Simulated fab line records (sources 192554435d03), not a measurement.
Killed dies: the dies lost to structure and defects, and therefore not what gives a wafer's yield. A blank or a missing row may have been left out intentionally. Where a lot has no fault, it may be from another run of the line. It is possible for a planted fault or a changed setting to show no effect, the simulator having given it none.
fab line records | flow n5Finfet
record: lots: 5 wafers: 15 lastDay: 19
route steps=1938 shown BEOL_M10@1488
lots untouched by any fault: they come from a run of this same line in which no faults occurred
startH: hours from the record's first day to the start of the lot's first wafer shown | waitH: hours from the lot's prior step to this one | " repeats the value in the row above | L1.1+2: one row covering several wafers at once | - either no value or no given start | * or withheld: withheld | < > ~ a bound
route shown NAME@n: names a module that has steps shown in the file, with the first one's number in the route | usual: mean/standard deviation taken from wafers without a fault | same: alike in all rows | chamber/n: place in a boat | sites: the reading at each site | _std_site: their standard deviation | _edge_site: inner sites' mean taken away from outer sites' mean | radiusMm: how far each site lies from the wafer's centre | mask NAME#n: copy n | behind: tool/chamber where the wafer was last shaped | hold: the reason the lot was held/the length of the hold in hours/how it ended | device: whichever transistor did not switch (one of n, p or np) | end of line: tests run on the same wafers once the route is complete | step lacking rows: just its recipe | killed: the dies lost at the first sort to structure and to defects; this is not the yield of the wafer | map: shows each die of a wafer: x if killed, . if not, _ if none is there
set.NAME: setting as actually run; set.NAME@STEP: the setting as run at that earlier step | model.NAME: the simulator's own value behind a step, which no gauge read
lots at some steps of the route; a table a step, a row a wafer
services: a tool's chamber out of use, with start hour (startH, from the record's first day; less than 0 if before it), hours out, and reason
== steps ==
step: N5_BEOL_M10_ETCH_62
recipe: chemistry: N2/H2 target: SOC targetDepthA: 1100 overetchA: 220 maskMaterial: SiARC tempC: 40 timeS: 165 ionEnergyEv: 200 pressureMtorr: 30 sourceW: 840 biasW: 150 n2FlowSccm: 200 h2FlowSccm: 200
usual: drypumpMotorCurrentA: 5.49/0.29 oesProductAu: 0.69/0.074 rfVppV: 524.0/2.7 showerheadPlenumPTorr: 2.55/0.092 tempC: 39.99/0.11 throttleValvePct: 17.69/0.26
columns lot.wafer tool chamber startH waitH drypumpMotorCurrentA oesProductAu rfHoursCounterH rfVppV showerheadPlenumPTorr tempC throttleValvePct
L840.3 rieDiel-03 3 221.52 0.0 5.45 0.70 67 524.9 2.58 40.00 17.82
L840.4 " 2 " " 4.91 0.75 - 528.2 2.70 40.06 17.84
L840.5 " 0 " " 5.84 0.75 - 525.2 2.60 39.96 17.35
L851.3 rieDiel-03 3 292.30 0.0 5.44 0.67 93 524.7 2.57 39.96 17.87
L851.4 " 1 " " 5.83 0.78 - 524.1 2.60 40.17 17.78
L851.5 " 3 " " 5.43 0.67 - 525.4 2.57 39.88 17.86
L855.1 rieDiel-04 1 337.82 0.0 5.91 0.81 1 529.5 2.72 40.07 17.47
L855.3 " 0 " " 5.53 0.80 11 521.2 2.50 40.18 17.52
L855.6 " 1 " " 5.91 0.81 - 527.7 2.72 40.06 17.47
L860.1 rieDiel-03 3 378.45 0.0 5.42 0.65 120 524.3 2.55 40.04 17.91
L860.5 " 1 " " 5.85 0.73 - 527.6 2.59 39.97 17.83
L860.6 " 0 " " 5.83 0.69 - 523.8 2.58 39.81 17.40
L863.1 rieDiel-01 0 386.42 0.0 5.32 0.75 28 524.9 2.59 40.00 17.55
L863.3 " 3 " " 5.26 0.67 113 520.3 2.44 39.85 17.61
L863.5 " 0 " " 5.34 0.75 - 525.1 2.59 39.96 17.56
step: N5_BEOL_M10_STRIP_68
recipe: chemistry: N2/H2 tempC: 40 n2FlowSccm: 200 h2FlowSccm: 200 rfFrequencyHz: 6e+07
step: N5_BEOL_M10_STRIP_67
recipe: chemistry: CF4 resist: SiARC powerW: 300 biasPowerW: 75 pressureMtorr: 50 cf4FlowSccm: 150 rfFrequencyHz: 6e+07
usual: drypumpMotorCurrentA: 5.49/0.29 oesProductAu: 0.82/0.086 rfVppV: 271.2/1.5 showerheadPlenumPTorr: 1.80/0.059 throttleValvePct: 13.43/0.25
columns lot.wafer tool chamber startH waitH drypumpMotorCurrentA oesProductAu rfHoursCounterH rfVppV showerheadPlenumPTorr throttleValvePct
L840.3 rieDiel-03 3 221.66 0.0 5.44 0.82 68 271.9 1.81 13.50
L840.4 " 2 " " 4.96 0.89 - 273.1 1.90 13.44
L840.5 " 0 " " 5.84 0.89 - 272.5 1.81 12.94
L851.3 rieDiel-03 3 292.44 0.0 5.44 0.80 93 271.0 1.81 13.54
L851.4 " 1 " " 5.84 0.92 - 271.5 1.84 13.40
L851.5 " 3 " " 5.44 0.81 - 269.8 1.81 13.54
L855.1 rieDiel-04 1 337.97 0.0 5.89 0.95 1 270.9 1.91 13.19
L855.3 " 0 " " 5.52 0.95 11 271.9 1.76 13.08
L855.6 " 1 " " 5.90 0.96 - 274.5 1.91 13.20
L860.1 rieDiel-03 3 378.60 0.0 5.45 0.77 120 271.6 1.80 13.61
L860.5 " 1 " " 5.84 0.86 - 271.6 1.83 13.47
L860.6 " 0 " " 5.84 0.81 - 271.6 1.80 13.04
L863.1 rieDiel-01 0 386.56 0.0 5.32 0.90 28 271.3 1.82 13.20
L863.3 " 3 " " 5.23 0.79 113 270.4 1.73 13.55
L863.5 " 0 " " 5.32 0.88 - 271.2 1.82 13.20
step: N5_BEOL_M10_HM_OPEN_17
recipe: chemistry: Cl2/BCl3 targetDepthA: 200 overetchA: 60 target: TiN maskMaterial: SOC ionEnergyEv: 150 pressureMtorr: 10 icpW: 1000 biasW: 126 Cl2_flow_sccm: 53.25 bcl3FlowSccm: 21.75 Ar_flow_sccm: 25
usual: drypumpMotorCurrentA: 5.8/0.58 oesProductAu: 0.69/0.08 throttleValvePct: 22.2/0.4
columns lot.wafer tool chamber startH waitH drypumpMotorCurrentA oesProductAu rfHoursCounterH throttleValvePct
L840.3 rieMetal-03 1 221.73 0.1 5.3 0.81 - 22.4
L840.4 " 0 " " 6.8 0.76 - 21.5
L840.5 " 0 " " 6.7 0.75 - 21.5
L851.3 rieMetal-01 0 292.52 0.1 5.8 0.57 - 22.7
L851.4 " 1 " " 5.4 0.70 - 22.3
L851.5 " 1 " " 5.4 0.70 - 22.3
L855.1 rieMetal-03 0 338.01 0.0 6.7 0.71 20 21.6
L855.3 " 0 " " 6.8 0.71 - 21.6
L855.6 " 1 " " 5.3 0.76 - 22.4
L860.1 rieMetal-01 0 378.64 0.0 5.8 0.57 99 22.8
L860.5 " 1 " " 5.4 0.70 - 22.3
L860.6 " 0 " " 5.9 0.57 - 22.8
L863.1 rieMetal-03 1 386.60 0.0 5.3 0.75 18 22.4
L863.3 " 0 " " 6.7 0.70 - 21.6
L863.5 " 0 " " 6.8 0.70 - 21.6
step: N5_BEOL_M10_STRIP_19
recipe: chemistry: O2 powerW: 400 tempC: 40 pressureMtorr: 30 rfFrequencyHz: 6e+07 biasPowerW: 0 overashFraction: 0.2 o2FlowSccm: 225
usual: drypumpMotorCurrentA: 5.47/0.28 oesProductAu: 0.81/0.1 rfVppV: 3.5/0.66 showerheadPlenumPTorr: 2.09/0.084 tempC: 40.02/0.11 throttleValvePct: 16.55/0.22
columns lot.wafer tool chamber startH waitH drypumpMotorCurrentA oesProductAu rfHoursCounterH rfVppV showerheadPlenumPTorr tempC throttleValvePct
L840.3 rieDiel-04 3 221.90 0.1 5.23 0.72 190 2.7 2.08 39.94 16.65
L840.4 " 2 " " 5.40 0.96 11 4.3 2.06 40.14 16.18
L840.5 " 1 " " 5.90 0.70 - 3.7 1.98 39.79 16.63
L851.3 rieDiel-03 3 292.60 0.1 5.44 0.81 93 3.7 2.14 40.04 16.83
L851.4 " 3 " " 5.43 0.82 - 3.9 2.14 39.94 16.83
L851.5 " 2 " " 4.91 0.86 - 4.9 2.23 40.06 16.71
L855.1 rieDiel-04 3 338.12 0.1 5.20 0.69 238 3.0 2.06 40.00 16.73
L855.3 " 2 " " 5.41 0.89 47 3.1 2.05 40.07 16.26
L855.6 " 1 " " 5.90 0.97 - 3.2 2.23 40.05 16.26
L860.1 rieDiel-01 1 378.76 0.1 5.62 0.90 34 3.5 2.23 40.16 16.32
L860.5 " 0 " " 5.34 0.92 - 3.2 2.13 40.24 16.26
L860.6 " 1 " " 5.62 0.90 - 3.8 2.23 40.17 16.32
L863.1 rieDiel-01 3 386.80 0.2 5.21 0.78 113 3.8 2.00 40.00 16.56
L863.3 " 0 " " 5.33 0.92 28 5.3 2.13 39.94 16.28
L863.5 " 3 " " 5.22 0.78 - 3.3 2.00 40.11 16.53
step: N5_BEOL_M10_CD_MEAS_18
recipe: pitchNm: 140 targetCdNm: 70
usual: cdNm: 70.1/0.63
columns lot.wafer tool chamber startH waitH cdNm
L840.3 cdSem-03 - 221.97 0.1 69.9
L840.4 " - " " 70.5
L840.5 " - " " 69.5
L851.3 cdSem-02 - 292.69 0.1 70.9
L851.4 " - " " 70.3
L851.5 " - " " 70.7
L855.1 cdSem-03 - 338.19 0.0 69.7
L855.3 " - " " 69.5
L855.6 " - " " 70.3
L860.1 cdSem-01 - 378.83 0.0 70.1
L860.5 " - " " 69.6
L860.6 " - " " 69.9
L863.1 cdSem-03 - 386.87 0.0 69.7
L863.3 " - " " 69.5
L863.5 " - " " 70.6
step: N5_BEOL_M10_COAT_63
recipe: resist: SOC tempC: 250 timeS: 60 spinRpm: 1500 resistThkNm: 100
step: N5_BEOL_M10_COAT_64
recipe: resist: SiARC tempC: 220 timeS: 60 spinRpm: 1500 resistThkNm: 30
step: N5_BEOL_M10_COAT_22
recipe: resist: CAR-ArF spinRpm: 1500 resistThkNm: 90
step: N5_BEOL_M10_EBR_24
recipe: solvent: PGMEA ebrWidthMm: 1.5
step: N5_BEOL_M10_SOFTBAKE_23
recipe: tempC: 110 timeS: 60 resist: CAR-ArF
step: N5_BEOL_M10_EXPOSE_25
recipe: maskId: V9 na: 1.35 sourceShape: annular sigmaInner: 0.5 sigmaOuter: 0.8 polarization: unpolarized doseMj: 85.5
step: N5_BEOL_M10_PEB_26
recipe: pebTempC: withheld pebTimeS: 60 resist: CAR-ArF
usual: exhaustPa: 45.0/0.99
columns lot.wafer tool chamber startH waitH exhaustPa
L840.3 lithoTrack-01 0 223.56 0.0 44.7
L840.4 " 0 " " 46.0
L840.5 " 0 " " 46.4
L851.3 lithoTrack-01 0 293.64 0.0 45.6
L851.4 " 0 " " 46.5
L851.5 " 0 " " 45.6
L855.1 lithoTrack-01 0 338.77 0.1 45.6
L855.3 " 0 " " 43.9
L855.6 " 0 " " 45.7
L860.1 lithoTrack-03 0 379.21 0.1 43.9
L860.5 " 0 " " 44.0
L860.6 " 0 " " 44.1
L863.1 lithoTrack-05 0 388.86 0.1 43.0
L863.3 " 0 " " 44.1
L863.5 " 0 " " 43.0
step: N5_BEOL_M10_DEVELOP_27
recipe: developTimeS: 30 developer: TMAH resist: CAR-ArF rinseLiquid: diw dry: airSpin devTempC: 23
step: N5_BEOL_M10_CD_MEAS_28
recipe: targetCdNm: 70 landingEnergyEv: 500 detector: seInlens polarity: opening
usual: cdNm: 70.0/0.89
columns lot.wafer tool chamber startH waitH cdNm
L840.3 cdSem-02 0 223.63 - 68.4
L840.4 " 0 " " 69.3
L840.5 " 0 " " 70.0
L851.3 cdSem-01 0 293.71 - 70.1
L851.4 " 0 " " 69.5
L851.5 " 0 " " 69.7
L855.1 cdSem-01 0 338.83 - 73.8
L855.3 " 0 " " 74.3
L855.6 " 0 " " 73.5
L860.1 cdSem-02 0 379.28 - 70.3
L860.5 " 0 " " 71.2
L860.6 " 0 " " 69.5
L863.1 cdSem-01 0 388.93 - 70.4
L863.3 " 0 " " 70.6
L863.5 " 0 " " 69.7
step: N5_BEOL_M10_OVL_MEAS_29
recipe: pointsPerWafer: 44
usual: V9_OVL: -0.6/0.8
same: pointsPerWafer: 44
columns lot.wafer tool chamber startH waitH V9_OVL[nm]
L840.3 overlay-02 0 223.66 0.0 -1.3
L840.4 " 0 " " -0.6
L840.5 " 0 " " -1.2
L851.3 overlay-01 0 293.74 0.0 -0.4
L851.4 " 0 " " -1.9
L851.5 " 0 " " -1.5
L855.1 overlay-01 0 338.87 0.0 -1.5
L855.3 " 0 " " -0.7
L855.6 " 0 " " -0.4
L860.1 overlay-01 0 379.31 0.0 -0.8
L860.5 " 0 " " -1.1
L860.6 " 0 " " 0.8
L863.1 overlay-01 0 388.96 0.0 -1.1
L863.3 " 0 " " -1.4
L863.5 " 0 " " -0.6
== services ==
columns tool chamber startH hours kind
rieDiel-03 1 218.97 - clean
rieDiel-03 1 218.97 - consumableReplace:focusRing
rieDiel-03 1 218.97 17.2 scheduledDown
rieDiel-03 1 218.97 17.2 ventCycle
rieDiel-04 1 232.60 8.5 repair
rieDiel-01 3 236.72 4.0 repair
rieMetal-03 - 256.46 0.9 repair
rieDiel-01 1 259.55 - clean
rieDiel-01 1 259.55 - consumableReplace:focusRing
rieDiel-01 1 259.55 - consumableReplace:showerhead
rieDiel-01 1 259.55 32.3 scheduledDown
rieDiel-01 1 259.55 32.3 ventCycle
rieDiel-04 2 262.52 29.1 repair
rieMetal-03 - 282.04 1.4 pm
rieDiel-03 0 285.15 18.7 repair
rieDiel-04 0 291.63 - clean
rieDiel-04 0 291.63 - consumableReplace:focusRing
rieDiel-04 0 291.63 22.6 scheduledDown
rieDiel-04 0 291.63 22.6 ventCycle
rieDiel-01 0 291.88 - clean
rieDiel-01 0 291.88 - consumableReplace:focusRing
rieMetal-01 - 305.91 15.6 pm
rieMetal-01 - 340.07 2.8 pm
rieDiel-03 2 360.21 3.0 repair
== key ==
firstSign: step: N5_BEOL_M10_CD_MEAS_28 reading: cdNm direction: up sigmas: 4.4 usual: 70.0 struck: 73.8
effect none on later readings
metAt N5_BEOL_M10_PEB_26
struckWafers L855.1,L855.3,L855.6
onsetBetween 293.64 338.77
alsoFits N5_BEOL_M10_ETCH_62:rieDiel-04,N5_BEOL_M10_STRIP_67:rieDiel-04,N5_BEOL_M10_STRIP_19:rieDiel-04
fault: kind: processParameterDrift tool: lithoTrack-01 chamber: - onsetH: 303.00 steps: N5_BEOL_M10_PEB_26 channel: pebTimeS offset: * shape: step actsIn: * stated: *
